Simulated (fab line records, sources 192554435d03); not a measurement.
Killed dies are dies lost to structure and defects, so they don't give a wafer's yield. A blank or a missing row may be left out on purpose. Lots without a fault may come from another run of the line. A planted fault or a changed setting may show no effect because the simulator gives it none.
Chamber matching | flow n5_finfet | N5_BEOL_M9_CMP_52 on cmp-04: 4 sister chambers
The step polishes, stops on SiCOH lowk, t overpolish 7 s, target thk 140 nm. 22 wafers are shown with their chamber, then 11 later ones without.

WAFERS WITH THEIR CHAMBER
wafer  | chamber | motor_current_A (A) | time_to_endpoint_s (s) | overpolish_run_s (s)
L076.1 | 1       | 6.7                 | 66.8                   | 6.996
L076.2 | 2       | 6.8                 | 66.9                   | 6.998
L076.5 | 1       | 6.8                 | 67.5                   | 7.001
L077.3 | 0       | 5.3                 | 67.3                   | 7.004
L077.4 | 2       | 6.9                 | 68.4                   | 7.017
L077.6 | 0       | 5.4                 | 64.4                   | 7.021
L079.2 | 2       | 7.0                 | 60.3                   | 7.007
L079.3 | 1       | 6.6                 | 63.6                   | 6.999
L079.6 | 2       | 7.2                 | 63.7                   | 7.009
L080.1 | 2       | 6.7                 | 68.6                   | 7.001
L080.3 | 0       | 5.7                 | 64.9                   | 6.990
L080.4 | 1       | 6.8                 | 67.6                   | 6.999
L084.1 | 0       | 5.8                 | 61.7                   | 7.011
L084.5 | 2       | 6.9                 | 65.1                   | 6.981
L084.6 | 3       | 4.6                 | 62.2                   | 6.987
L087.2 | 3       | 4.6                 | 61.8                   | 7.004
L087.3 | 1       | 6.2                 | 63.9                   | 6.990
L087.5 | 1       | 6.6                 | 62.4                   | 6.995
L091.1 | 0       | 5.5                 | 62.3                   | 7.004
L091.4 | 3       | 4.7                 | 60.1                   | 6.996
L091.5 | 0       | 5.2                 | 63.4                   | 7.015
L092.1 | 3       | 4.6                 | 62.4                   | 7.002

SIGNATURES (means of the wafers above)
reading            | chamber 0 | chamber 1 | chamber 2 | chamber 3 | scatter within a chamber
motor_current_A    | 5.483     | 6.617     | 6.917     | 4.625     | 0.193
time_to_endpoint_s | 64.000    | 65.300    | 65.500    | 61.625    | 2.35
overpolish_run_s   | 7.00750   | 6.99667   | 7.00217   | 6.99725   | 0.0094
Rule: a wafer's distance from a chamber is the root of the sum, over the readings, of the square of ((its reading less the chamber's mean) divided by the reading's scatter). The wafer belongs to the nearest chamber; if the next one is less than 2 further off, it can't be placed. The scatter: the root of (the sum of the squares of (reading less its chamber's mean) over the shown wafers, divided by (wafers less chambers)).

WAFERS WITHOUT THEIR CHAMBER
wafer  | motor_current_A (A) | time_to_endpoint_s (s) | overpolish_run_s (s)
L092.2 | 6.6                 | 62.3                   | 7.005
L092.3 | 6.7                 | 64.9                   | 6.992
L094.1 | 7.1                 | 65.9                   | 7.006
L094.4 | 6.3                 | 64.7                   | 6.986
L094.5 | 6.9                 | 68.0                   | 7.017
L093.3 | 4.8                 | 64.1                   | 7.020
L093.5 | 6.7                 | 67.8                   | 7.023
L093.6 | 6.6                 | 67.2                   | 7.005
L097.2 | 4.4                 | 65.9                   | 6.981
L097.4 | 6.2                 | 65.3                   | 6.990
L097.5 | 5.8                 | 67.5                   | 6.986

WHICH CHAMBER EACH WENT THROUGH
wafer  | from the rows above          | in truth
L092.2 | can't be placed: 1 or 2      | 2
L092.3 | can't be placed: 1 or 2      | 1
L094.1 | can't be placed: 2 or 1      | 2
L094.4 | can't be placed: 1 or 2      | 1
L094.5 | can't be placed: 2 or 1      | 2
L093.3 | can't be placed: 3 or 0      | 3
L093.5 | can't be placed: 2 or 1      | 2
L093.6 | can't be placed: 1 or 2      | 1
L097.2 | 3                            | 3
L097.4 | can't be placed: 1 or 2 or 0 | 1
L097.5 | can't be placed: 0 or 1      | 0
Placed correctly: 1 of 11. Can't be placed from these rows: 10 (the true chamber is among the candidates in 10). Placed wrongly: 0.
